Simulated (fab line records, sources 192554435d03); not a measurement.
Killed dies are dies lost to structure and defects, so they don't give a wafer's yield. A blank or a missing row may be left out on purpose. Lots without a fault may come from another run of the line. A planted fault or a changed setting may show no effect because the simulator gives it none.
fab line records | flow n5_finfet
record lots=7 wafers=21
route steps=1938 shown PASSIVATION@1922
start_h: hours from the record's first day to the start of the lot's first wafer shown | wait_h: hours since the lot's step before | " the same as in the row above | L1.1+2: a row that stands for several wafers | - no value, or no start given | * or withheld: withheld | < > ~ a bound
route shown NAME@n: a module of which the file shows steps, and the number in the route of the first | usual: mean/standard deviation of fault-free wafers | same: alike in all rows | chamber/n: place in a boat | sites: the reading at each site | _std_site: their standard deviation | _edge_site: outer sites' mean less inner sites' | radius_mm: how far each site lies from the wafer's centre | mask NAME#n: copy n | behind: the tool/chamber that last shaped the wafer | hold: why the lot was held/for how many hours/how that ended | device: the transistor (n, p or np) that didn't switch | end of line: the same wafers' tests at the end of the route | a step without rows: its recipe alone | killed: dies lost to structure and defects at the first sort, not the wafer's yield | map: a wafer's dies, x killed, . not, _ none there
set.NAME: the setting as run; set.NAME@STEP: as run at that earlier step | model.NAME: the simulator's own value behind a step, which no gauge read
lots whose settings were changed on purpose; a table a step, a row a wafer
## steps
# step N5_PASSIVATION_PEB_42
# recipe peb_temp_c=withheld peb_time_s=*
# columns lot.wafer tool chamber start_h wait_h set.peb_time_s
L077.2+4+6 litho_track-01 0 281.65 0.0 *
L078.3 litho_track-02 0 297.60 0.0 *
L078.5+6 " 0 " " *
L083.3+5 litho_track-01 0 339.25 0.0 *
L083.4 " 0 " " *
L085.2+3 litho_track-02 0 355.89 0.0 *
L085.5 " 0 " " *
L086.3+4+6 litho_track-04 0 368.45 0.0 *
L089.3 litho_track-01 0 385.38 0.0 *
L089.5+6 " 0 " " *
L097.1+4 litho_track-02 0 431.37 0.1 *
L097.5 " 0 " " *
# step N5_PASSIVATION_DEVELOP_43
# recipe develop_time_s=60 rinse_liquid=diw dry=air_spin dev_temp_c=21
# step N5_PASSIVATION_HARDBAKE_45
# recipe temp_c=130 time_s=120
# step N5_PASSIVATION_SRD_72
# recipe dry=ipa_marangoni time_s=30 temp_c=23 rinse_liquid=diw
# step N5_PASSIVATION_ANNEAL_56
# recipe temp_c=400 time_s=1800 ambient=FGA idle_temp_c=300 ramp_up_c_per_min=5 ramp_down_c_per_min=3
# step N5_PASSIVATION_PROBE_49
# usual defect_limited_yield=91.4/1.5 killed_at_M0_to_M3=33/11 killed_at_M4_up=14/5.3 killed_at_contacts=13/6.2 killed_at_front_end=39/13 killed_at_other=3.1/2.8 killed_dies=102/17 killed_open=68/13 killed_short=32/7.8 sort_bin_4_leakage=0.00/0.007 sort_bin_5_function=5.1/0.95 sort_bin_6_memory=3.2/0.7 sort_bin_8_speed=0.02/0.16 sort_n_pass=1078/18
# same gross_dies=1180 killed_at_back_side=0
# columns lot.wafer tool chamber start_h wait_h set.time_s@PASSIVATION_PECVD_35 set.peb_time_s@PASSIVATION_PEB_42 defect_limited_yield[%] killed_at_M0_to_M3 killed_at_M4_up killed_at_contacts killed_at_front_end killed_at_other killed_dies killed_open killed_short sort_bin_4_leakage[%] sort_bin_5_function[%] sort_bin_6_memory[%] sort_bin_8_speed[%] sort_n_pass
L077.2 prober-02 - 285.07 0.1 151.3 * 91.1 40 20 10 33 2 105 82 23 0 4.9 3.6 0 1075
L077.4 prober-02 - 285.17 0.2 151.3 * 91.1 27 22 13 43 0 105 77 24 0 4.4 3.9 0.17 1073
L077.6 prober-02 - 285.27 0.3 151.3 * 88.4 30 37 26 44 0 137 96 40 0 7.0 4.2 0.08 1042
L078.3 prober-01 - 300.98 0.1 138.2 * 90.8 20 19 6 63 1 109 71 34 0 4.7 4.1 0.08 1071
L078.5 prober-01 - 301.08 0.2 151.3 * 91.3 23 13 9 48 10 103 65 35 0 5.8 2.6 0 1077
L078.6 prober-01 - 301.13 0.3 138.2 * 89.8 36 7 24 46 7 120 77 34 0 6.0 3.8 0 1060
L083.3 prober-02 - 342.98 0.1 151.3 * 0 45 4 3 1121 7 1180 60 34 0 97.2 2.4 0 0
L083.4 prober-02 - 343.03 0.2 151.3 * 91.2 39 17 6 39 3 104 67 32 0.08 4.7 3.5 0 1075
L083.5 prober-02 - 343.08 0.2 169.2 * 18.6 45 11 11 31 863 961 71 26 0 78.0 3.5 0 219
L085.2 prober-02 - 359.19 0.1 151.3 * 90.8 30 12 19 41 7 109 74 34 0 5.1 4.0 0 1071
L085.3 prober-02 - 359.24 0.1 151.3 * 90.0 24 17 14 58 5 118 68 46 0 5.6 3.8 0 1062
L085.5 prober-02 - 359.34 0.2 171.6 * 6.4 17 13 23 36 1015 1104 67 21 0 90.4 3.0 0 76
L086.3 prober-01 - 371.80 0.1 131 * 90.5 39 22 5 45 1 112 70 35 0 5.8 3.4 0 1068
L086.4 prober-01 - 371.85 0.2 131 * 93.3 25 16 7 29 2 79 55 22 0 4.0 2.5 0 1101
L086.6 prober-01 - 371.95 0.3 151.3 * 88.8 40 36 9 38 9 132 89 39 0 5.8 4.9 0.17 1048
L089.3 prober-02 - 388.73 0.1 151.3 * 83.0 54 8 89 48 2 201 71 42 0 9.3 6.4 0 979
L089.5 prober-02 - 388.83 0.2 140.2 * 92.1 25 11 18 36 3 93 53 40 0 4.7 3.0 0 1087
L089.6 prober-02 - 388.88 0.3 151.3 * 89.2 51 13 16 47 1 128 77 37 0 6.1 4.2 0 1052
L097.1 prober-02 - 434.71 0.1 151.3 * 78.0 27 161 29 39 4 260 74 29 0 17.8 4.1 0 920
L097.4 prober-02 - 434.86 0.3 151.3 * 64.2 29 332 25 34 2 422 70 30 0 33.1 2.2 0 758
L097.5 prober-02 - 434.91 0.3 151.3 * 92.7 16 26 9 35 0 86 60 23 0 4.2 2.7 0 1094
# killed by level:class
L077.2 BEOL_M3:geometric_particle:open=14 BEOL_M4:geometric_particle:open=14 FIN_SAQP:geometric_particle:short=9 BEOL_M0_SAQP:geometric_particle:open=9 FIN_SAQP:geometric_particle:open=7 BEOL_M1:geometric_particle:open=7 MOL_CONTACT_COAG:geometric_particle:open=7 STI_FIN_REVEAL:geometric_particle:open=5
L077.4 STI_FIN_REVEAL:geometric_particle:open=11 MOL_CONTACT_COAG:geometric_particle:open=11 BEOL_M2:geometric_particle:open=10 BEOL_M3:geometric_particle:open=10 FIN_SAQP:geometric_particle:open=9 BEOL_M4:geometric_particle:open=8 FIN_SAQP:geometric_particle:short=5 DUMMY_GATE:geometric_particle:open=4
L077.6 MOL_CONTACT_COAG:geometric_particle:open=21 BEOL_M4:geometric_particle:open=13 FIN_SAQP:geometric_particle:open=12 STI_FIN_REVEAL:geometric_particle:open=11 FIN_SAQP:geometric_particle:short=9 BEOL_M3:geometric_particle:open=9 BEOL_M0_SAQP:geometric_particle:short=7 BEOL_M4:geometric_particle:short=6
L078.3 STI_FIN_REVEAL:geometric_particle:open=20 FIN_SAQP:geometric_particle:short=10 FIN_SAQP:geometric_particle:open=10 BEOL_M4:geometric_particle:open=9 BEOL_M0_SAQP:geometric_particle:short=6 BEOL_M0_SAQP:geometric_particle:open=5 BEOL_M5:geometric_particle:open=5 STI_FIN_REVEAL:geometric_particle:short=4
L078.5 FIN_SAQP:geometric_particle:open=11 FIN_SAQP:geometric_particle:short=9 BEOL_M4:geometric_particle:open=9 MOL_CONTACT_COAG:geometric_particle:open=7 BEOL_M2:geometric_particle:open=7 DUMMY_GATE:geometric_particle:open=6 BEOL_M1:geometric_particle:open=5 STI_FIN_REVEAL:geometric_particle:open=4
L078.6 STI_FIN_REVEAL:geometric_particle:open=13 MOL_CONTACT_COAG:geometric_particle:open=12 BEOL_M0_SAQP:geometric_particle:open=10 MOL_CONTACT_COAG:area_expose=9 BEOL_M0_SAQP:geometric_particle:short=8 STI_FIN_REVEAL:geometric_particle:short=7 BEOL_M2:geometric_particle:open=5 FIN_SAQP:geometric_particle:open=4
L083.3 FIN_CUT:area_etch=1086 BEOL_M0_SAQP:geometric_particle:short=11 BEOL_M0_SAQP:geometric_particle:open=10 BEOL_M3:geometric_particle:open=9 STI_FIN_REVEAL:geometric_particle:open=7 BEOL_M2:geometric_particle:open=5 FIN_SAQP:geometric_particle:short=4 DUMMY_GATE:geometric_particle:open=4
L083.4 BEOL_M2:geometric_particle:open=20 FIN_SAQP:geometric_particle:short=9 FIN_SAQP:geometric_particle:open=7 BEOL_M3:geometric_particle:open=7 MOL_CONTACT_COAG:geometric_particle:open=6 STI_FIN_REVEAL:geometric_particle:open=5 BEOL_M4:geometric_particle:open=5 GATE_CUT:geometric_particle:open=4
L083.5 PASSIVATION:area_pecvd=860 BEOL_M2:geometric_particle:open=17 MOL_CONTACT_COAG:geometric_particle:open=11 STI_FIN_REVEAL:geometric_particle:open=9 BEOL_M3:geometric_particle:open=9 BEOL_M0_SAQP:geometric_particle:open=7 FIN_SAQP:geometric_particle:short=6 BEOL_M0_SAQP:geometric_particle:short=5
L085.2 MOL_CONTACT_COAG:geometric_particle:open=14 BEOL_M2:geometric_particle:open=9 STI_FIN_REVEAL:geometric_particle:open=8 BEOL_M0_SAQP:geometric_particle:short=6 BEOL_M0:geometric_particle:open=6 FIN_SAQP:geometric_particle:short=5 MOL_CONTACT_COAG:geometric_particle:short=5 BEOL_M4:geometric_particle:open=5
L085.3 FIN_SAQP:geometric_particle:short=20 MOL_CONTACT_COAG:geometric_particle:open=12 STI_FIN_REVEAL:geometric_particle:open=9 FIN_SAQP:geometric_particle:open=7 BEOL_M3:geometric_particle:open=6 BEOL_M2:geometric_particle:open=5 BEOL_M4:geometric_particle:open=5 DUMMY_GATE:geometric_particle:open=4
L085.5 PASSIVATION:area_pecvd=1015 MOL_CONTACT_COAG:geometric_particle:open=18 FIN_SAQP:geometric_particle:open=9 BEOL_M3:geometric_particle:open=7 STI_FIN_REVEAL:geometric_particle:open=6 MOL_CONTACT_COAG:geometric_particle:short=5 DUMMY_GATE:geometric_particle:open=4 BEOL_M2:geometric_particle:open=4
L086.3 FIN_SAQP:geometric_particle:open=14 BEOL_M4:geometric_particle:open=13 FIN_SAQP:geometric_particle:short=10 BEOL_M2:geometric_particle:open=9 BEOL_M0_SAQP:geometric_particle:short=5 BEOL_M1:geometric_particle:open=5 BEOL_M3:geometric_particle:open=5 BEOL_M0_SAQP:geometric_particle:open=4
L086.4 BEOL_M4:geometric_particle:open=11 BEOL_M3:geometric_particle:open=8 STI_FIN_REVEAL:geometric_particle:open=6 MOL_CONTACT_COAG:geometric_particle:open=5 BEOL_M0_SAQP:geometric_particle:short=4 FIN_SAQP:geometric_particle:open=3 FIN_SAQP:geometric_particle:short=3 BEOL_M1:geometric_particle:open=3
L086.6 BEOL_M4:geometric_particle:open=18 FIN_SAQP:geometric_particle:short=12 BEOL_M2:geometric_particle:open=10 MOL_CONTACT_COAG:geometric_particle:open=9 BEOL_M3:geometric_particle:open=8 FIN_SAQP:geometric_particle:open=7 BEOL_M0_SAQP:geometric_particle:open=7 BEOL_M1:geometric_particle:open=7
L089.3 MOL_CONTACT_COAG:area_expose=75 BEOL_M0_SAQP:geometric_particle:short=12 GATE_CUT:geometric_particle:short=10 MOL_CONTACT_COAG:geometric_particle:open=10 BEOL_M2:geometric_particle:open=10 GATE_CUT:geometric_particle:open=9 BEOL_M1:geometric_particle:open=9 FIN_SAQP:geometric_particle:open=8
L089.5 MOL_CONTACT_COAG:geometric_particle:open=15 BEOL_M2:geometric_particle:open=10 FIN_SAQP:geometric_particle:short=9 FIN_SAQP:geometric_particle:open=7 GATE_CUT:geometric_particle:short=7 BEOL_M4:geometric_particle:short=5 BEOL_M0_SAQP:geometric_particle:short=4 MOL_CONTACT_COAG:geometric_particle:short=3
L089.6 MOL_CONTACT_COAG:geometric_particle:open=13 BEOL_M2:area_expose=12 DUMMY_GATE:geometric_particle:open=10 BEOL_M4:geometric_particle:open=10 BEOL_M0_SAQP:geometric_particle:short=10 BEOL_M2:geometric_particle:open=9 FIN_SAQP:geometric_particle:short=8 FIN_SAQP:geometric_particle:open=7
L097.1 BEOL_M10:area_etch=151 MOL_CONTACT_COAG:geometric_particle:open=19 BEOL_M1:geometric_particle:open=12 FIN_SAQP:geometric_particle:open=6 GATE_CUT:geometric_particle:short=6 MOL_CONTACT_COAG:area_expose=6 STI_FIN_REVEAL:geometric_particle:open=5 ILD0:geometric_particle:open=5
L097.4 BEOL_M10:area_etch=319 MOL_CONTACT_COAG:geometric_particle:open=19 BEOL_M1:geometric_particle:open=10 GATE_CUT:geometric_particle:open=6 MOL_CONTACT_COAG:geometric_particle:short=6 BEOL_M0_SAQP:geometric_particle:open=5 BEOL_M2:geometric_particle:open=5 ILD0:geometric_particle:short=5
L097.5 BEOL_M5:geometric_particle:open=11 STI_FIN_REVEAL:geometric_particle:open=9 FIN_SAQP:geometric_particle:open=6 MOL_CONTACT_COAG:geometric_particle:open=6 BEOL_M4:geometric_particle:open=5 BEOL_M2:geometric_particle:open=4 ILD0:geometric_particle:open=4 GATE_CUT:geometric_particle:open=4
## key
split step=N5_PASSIVATION_PEB_42 setting=peb_time_s stated=* by=wafer
response step=N5_PASSIVATION_PROBE_49 reading=defect_limited_yield shape=bent at_lowest=90.6 at_stated=78.5 at_highest=91.2
response step=N5_PASSIVATION_PROBE_49 reading=killed_dies shape=bent at_lowest=110 at_stated=253 at_highest=104
response step=N5_PASSIVATION_PROBE_49 reading=sort_n_pass shape=bent at_lowest=1070 at_stated=926 at_highest=1075
split outside_this_file step=N5_PASSIVATION_PECVD_35 setting=time_s
# split outside_this_file: this setting was split too, and the file shows its column; the key of that split is in another file
